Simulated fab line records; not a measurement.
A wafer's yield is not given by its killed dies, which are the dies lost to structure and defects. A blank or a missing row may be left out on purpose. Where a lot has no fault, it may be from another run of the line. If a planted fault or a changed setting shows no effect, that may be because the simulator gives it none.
Which tool was responsible? + flow nand harc + Sampling: 15 lots, 45 wafers, 4 of 1302 route steps

== WHAT THE GAUGES SHOWED, per wafer ==
No reading from a measuring or inspecting step in the record can be judged against a usual standard deviation.

== WHICH TOOL RAN EACH LOT (tool, then ch and the chambers of the sampled wafers, then the start) ==
| lot  | NHARC_P_GATE_STRIP_101             | NHARC_P_GATE_RTA_82              | NHARC_P_CONTACT_DEP_30          | NHARC_P_CONTACT_ETCH_31        |
|------|------------------------------------|----------------------------------|---------------------------------|--------------------------------|
| L364 | rie diel-06 ch 0,2, day 6 03:13    | rtp anneal-02 ch 0, day 6 10:22  | pecvd-04 ch 0,1,2, day 6 10:38  | rie diel-11 ch 0,1,3, no start |
| L365 | rie diel-13 ch 0,2,3, day 6 17:25  | rtp anneal-02 ch 0, day 7 00:25  | pecvd-01 ch 0,1, day 7 00:44    | rie diel-11 ch 0,2,3, no start |
| L366 | rie diel-13 ch 2,3, day 6 17:59    | rtp anneal-02 ch 0, day 7 01:13  | pecvd-04 ch 0,1,2, day 7 01:31  | rie diel-12 ch 0,2,3, no start |
| L367 | rie diel-02 ch 0,2, day 7 08:40    | rtp anneal-01 ch 0, day 7 15:41  | pecvd-03 ch 0,1,2, day 7 15:57  | rie diel-12 ch 0,2, no start   |
| L372 | rie diel-02 ch 0,3, day 9 12:25    | rtp anneal-01 ch 0, day 9 19:48  | pecvd-03 ch 0,2, day 9 20:02    | rie diel-01 ch 0,1, no start   |
| L374 | rie diel-06 ch 0,2, day 10 09:45   | rtp anneal-02 ch 0, day 10 17:04 | pecvd-04 ch 0,2, day 10 17:18   | rie diel-01 ch 0,2,3, no start |
| L376 | rie diel-02 ch 0,2,3, day 10 18:20 | rtp anneal-02 ch 0, day 11 01:32 | pecvd-04 ch 1,2, day 11 01:46   | rie diel-12 ch 2,3, no start   |
| L377 | rie diel-02 ch 0,1, day 11 11:16   | rtp anneal-02 ch 0, day 11 18:39 | pecvd-01 ch 0,1,2, day 11 18:55 | rie diel-01 ch 2,3, no start   |
| L378 | rie diel-06 ch 1,2,3, day 11 11:29 | rtp anneal-02 ch 0, day 11 19:25 | pecvd-03 ch 0,2, day 11 19:42   | rie diel-12 ch 0,1,2, no start |
| L379 | rie diel-06 ch 0,1, day 12 07:04   | rtp anneal-01 ch 0, day 12 14:23 | pecvd-03 ch 0,1,2, day 12 14:35 | rie diel-12 ch 0,1, no start   |
| L380 | rie diel-13 ch 1,2, day 12 18:07   | rtp anneal-01 ch 0, day 13 01:20 | pecvd-01 ch 0,1, day 13 01:38   | rie diel-12 ch 1,2, no start   |
| L381 | rie diel-13 ch 0,1,3, day 12 22:52 | rtp anneal-02 ch 0, day 13 06:05 | pecvd-03 ch 0,1,2, day 13 06:23 | rie diel-11 ch 2,3, no start   |
| L382 | rie diel-13 ch 0,3, day 13 20:23   | rtp anneal-02 ch 0, day 14 03:37 | pecvd-04 ch 0,1,2, day 14 03:53 | rie diel-11 ch 1,2, no start   |
| L383 | rie diel-13 ch 0,3, day 14 02:54   | rtp anneal-01 ch 0, day 14 09:56 | pecvd-03 ch 1,2, day 14 10:13   | rie diel-11 ch 0,2,3, no start |
| L384 | rie diel-13 ch 0,1,2, day 14 03:04 | rtp anneal-02 ch 0, day 14 10:17 | pecvd-04 ch 0,1, day 14 10:29   | rie diel-01 ch 0,3, no start   |
- NHARC_P_GATE_STRIP_101: strips in O2, time 20 s.
- NHARC_P_GATE_RTA_82: time 30 s.
- NHARC_P_CONTACT_DEP_30: deposits SiNx, target thk 30 nm.
- NHARC_P_CONTACT_ETCH_31: etches the open film in CH3F/O2, target depth 30 nm, time 85.7 s.

== AS READ BY THE TOOLS THEMSELVES (means over the sampled wafers that have a number; for cases with no such wafer, the mark the record gives instead) ==
NHARC_P_GATE_STRIP_101. Usual: drypump motor current A 5.9 A, standard deviation 0.39; oes product au 1.001 a.u., standard deviation 0.0095; rf vpp V 57.9 V, standard deviation 0.86; showerhead plenum p Torr 3.53 Torr, standard deviation 0.15; throttle valve pct 17.037 %, standard deviation 0.0086.
| lot  | tool        | drypump motor current A (A) | oes product au (a.u.) | rf vpp V (V) | showerhead plenum p Torr (Torr) | throttle valve pct (%) | flag |
|------|-------------|-----------------------------|-----------------------|--------------|---------------------------------|------------------------|------|
| L364 | rie diel-06 | 6.4                         | 1.013                 | 57.8         | 3.38                            | 17.042                 |      |
| L365 | rie diel-13 | 5.7                         | 1.000                 | 57.7         | 3.59                            | 17.032                 |      |
| L366 | rie diel-13 | 5.8                         | 0.999                 | 58.1         | 3.64                            | 17.039                 |      |
| L367 | rie diel-02 | 5.9                         | 0.992                 | 58.7         | 3.51                            | 17.040                 |      |
| L372 | rie diel-02 | 5.8                         | 1.000                 | 58.5         | 3.69                            | 17.041                 |      |
| L374 | rie diel-06 | 6.4                         | 1.016                 | 58.4         | 3.38                            | 17.031                 |      |
| L376 | rie diel-02 | 5.8                         | 0.999                 | 57.6         | 3.58                            | 17.035                 |      |
| L377 | rie diel-02 | 5.7                         | 0.994                 | 57.8         | 3.70                            | 17.039                 |      |
| L378 | rie diel-06 | 5.7                         | 1.004                 | 57.6         | 3.47                            | 17.033                 |      |
| L379 | rie diel-06 | 6.2                         | 1.000                 | 57.6         | 3.34                            | 17.031                 |      |
| L380 | rie diel-13 | 5.7                         | 0.987                 | 58.3         | 3.59                            | 17.023                 |      |
| L381 | rie diel-13 | 5.9                         | 1.004                 | 57.1         | 3.49                            | 17.030                 |      |
| L382 | rie diel-13 | 5.7                         | 1.003                 | 58.8         | 3.53                            | 17.043                 |      |
| L383 | rie diel-13 | 5.7                         | 1.001                 | 56.9         | 3.53                            | 17.034                 |      |
| L384 | rie diel-13 | 5.5                         | 0.991                 | 57.7         | 3.63                            | 17.035                 |      |

NHARC_P_GATE_RTA_82. Usual: lamp power pct 3.64 %, standard deviation 0.13; lamp_zone_2_pct 3.64 %, standard deviation 0.13; wafer_temp_C_max 452.5, standard deviation 0.52.
| lot  | tool          | lamp power pct (%) | lamp_zone_2_pct (%) | wafer_temp_C_max | flag |
|------|---------------|--------------------|---------------------|------------------|------|
| L364 | rtp anneal-02 | 3.56               | 3.56                | 452.8            |      |
| L365 | rtp anneal-02 | 3.55               | 3.55                | 452.8            |      |
| L366 | rtp anneal-02 | 3.55               | 3.55                | 452.6            |      |
| L367 | rtp anneal-01 | 3.84               | 3.84                | 451.8            |      |
| L372 | rtp anneal-01 | 3.85               | 3.84                | 452.2            |      |
| L374 | rtp anneal-02 | 3.55               | 3.55                | 452.9            |      |
| L376 | rtp anneal-02 | 3.55               | 3.55                | 452.1            |      |
| L377 | rtp anneal-02 | 3.55               | 3.55                | 451.9            |      |
| L378 | rtp anneal-02 | 3.55               | 3.55                | 452.4            |      |
| L379 | rtp anneal-01 | 3.84               | 3.84                | 452.4            |      |
| L380 | rtp anneal-01 | 3.84               | 3.84                | 451.9            |      |
| L381 | rtp anneal-02 | 3.55               | 3.55                | 452.4            |      |
| L382 | rtp anneal-02 | 3.55               | 3.55                | 452.6            |      |
| L383 | rtp anneal-01 | 3.84               | 3.84                | 452.2            |      |
| L384 | rtp anneal-02 | 3.55               | 3.55                | 452.5            |      |

NHARC_P_CONTACT_DEP_30. Usual: heater power w 717 W, standard deviation 93; rf fwd power W 448.6 W, standard deviation 1.4.
| lot  | tool     | heater power w (W) | rf fwd power W (W) | flag |
|------|----------|--------------------|--------------------|------|
| L364 | pecvd-04 | 773                | 447.9              |      |
| L365 | pecvd-01 | 632                | 448.4              |      |
| L366 | pecvd-04 | 752                | 448.2              |      |
| L367 | pecvd-03 | 756                | 448.7              |      |
| L372 | pecvd-03 | 682                | 447.8              |      |
| L374 | pecvd-04 | 823                | 448.5              |      |
| L376 | pecvd-04 | 686                | 446.8              |      |
| L377 | pecvd-01 | 662                | 448.8              |      |
| L378 | pecvd-03 | 643                | 448.1              |      |
| L379 | pecvd-03 | 668                | 447.8              |      |
| L380 | pecvd-01 | 661                | 448.7              |      |
| L381 | pecvd-03 | 710                | 448.9              |      |
| L382 | pecvd-04 | 804                | 449.2              |      |
| L383 | pecvd-03 | 771                | 449.0              |      |
| L384 | pecvd-04 | 646                | 447.6              |      |

NHARC_P_CONTACT_ETCH_31. Usual: for ch3f flow sccm, 49.99 sccm with a standard deviation of 0.14; for drypump motor current A, 5.9 A with a standard deviation of 0.43; for oes product au, 0.980 a.u. with a standard deviation of 0.014; for rf fwd power W, 495.9 W with a standard deviation of 1.6; for rf vpp V, 243.5 V with a standard deviation of 1.3; for showerhead plenum p Torr, 2.41 Torr with a standard deviation of 0.083; for throttle valve pct, 20.662 % with a standard deviation of 0.0093.
| lot  | tool        | ch3f flow sccm (sccm) | drypump motor current A (A) | oes product au (a.u.) | rf fwd power W (W) | rf vpp V (V) | showerhead plenum p Torr (Torr) | throttle valve pct (%) | flag |
|------|-------------|-----------------------|-----------------------------|-----------------------|--------------------|--------------|---------------------------------|------------------------|------|
| L364 | rie diel-11 | 49.96                 | 6.1                         | 0.975                 | 497.4              | 243.6        | 2.41                            | 20.657                 |      |
| L365 | rie diel-11 | 49.80                 | 6.2                         | 0.977                 | 494.6              | 245.0        | 2.41                            | 20.663                 |      |
| L366 | rie diel-12 | 50.02                 | 5.7                         | 0.982                 | 497.1              | 242.4        | 2.37                            | 20.665                 |      |
| L367 | rie diel-12 | 49.96                 | 5.6                         | 0.972                 | 496.5              | 242.9        | 2.42                            | 20.657                 |      |
| L372 | rie diel-01 | 50.01                 | 6.1                         | 0.986                 | 494.3              | 244.5        | 2.54                            | 20.659                 |      |
| L374 | rie diel-01 | 50.01                 | 6.1                         | 0.993                 | 496.3              | 244.5        | 2.49                            | 20.670                 |      |
| L376 | rie diel-12 | 50.06                 | 5.8                         | 0.991                 | 495.7              | 242.9        | 2.31                            | 20.661                 |      |
| L377 | rie diel-01 | 49.98                 | 6.1                         | 0.986                 | 495.6              | 242.8        | 2.41                            | 20.666                 |      |
| L378 | rie diel-12 | 49.98                 | 5.4                         | 0.985                 | 496.2              | 242.9        | 2.36                            | 20.670                 |      |
| L379 | rie diel-12 | 50.05                 | 5.3                         | 0.972                 | 497.8              | 244.5        | 2.42                            | 20.658                 |      |
| L380 | rie diel-12 | 49.92                 | 5.2                         | 0.986                 | 496.5              | 242.4        | 2.30                            | 20.657                 |      |
| L381 | rie diel-11 | 49.95                 | 6.1                         | 0.982                 | 495.3              | 243.6        | 2.42                            | 20.661                 |      |
| L382 | rie diel-11 | 50.03                 | 6.0                         | 0.959                 | 495.6              | 244.4        | 2.41                            | 20.670                 |      |
| L383 | rie diel-11 | 50.05                 | 6.2                         | 0.987                 | 496.1              | 243.9        | 2.41                            | 20.669                 |      |
| L384 | rie diel-01 | 50.17                 | 6.4                         | 0.985                 | 494.1              | 245.1        | 2.54                            | 20.659                 |      |

== THE ANSWER, worked out from the rows above alone ==
Rule: lot off if the mean of its wafers having a number is beyond 3 standard deviations from the usual mean. A lot without any number at a reading at which 4 lots or more have one is off too. Any other lot the step has rows for is counted as sound. After the gauges, taken in route order, come the tools' own readings; for these a lot's mean is taken, as printed above. The first step at which some lot is off is used, and at that step the reading that is off furthest; a lot without a number counts as furthest.
No lot is off on any of the readings shown, so nothing can be concluded from this.

== WHAT THE SIMULATOR HAD INSERTED ==
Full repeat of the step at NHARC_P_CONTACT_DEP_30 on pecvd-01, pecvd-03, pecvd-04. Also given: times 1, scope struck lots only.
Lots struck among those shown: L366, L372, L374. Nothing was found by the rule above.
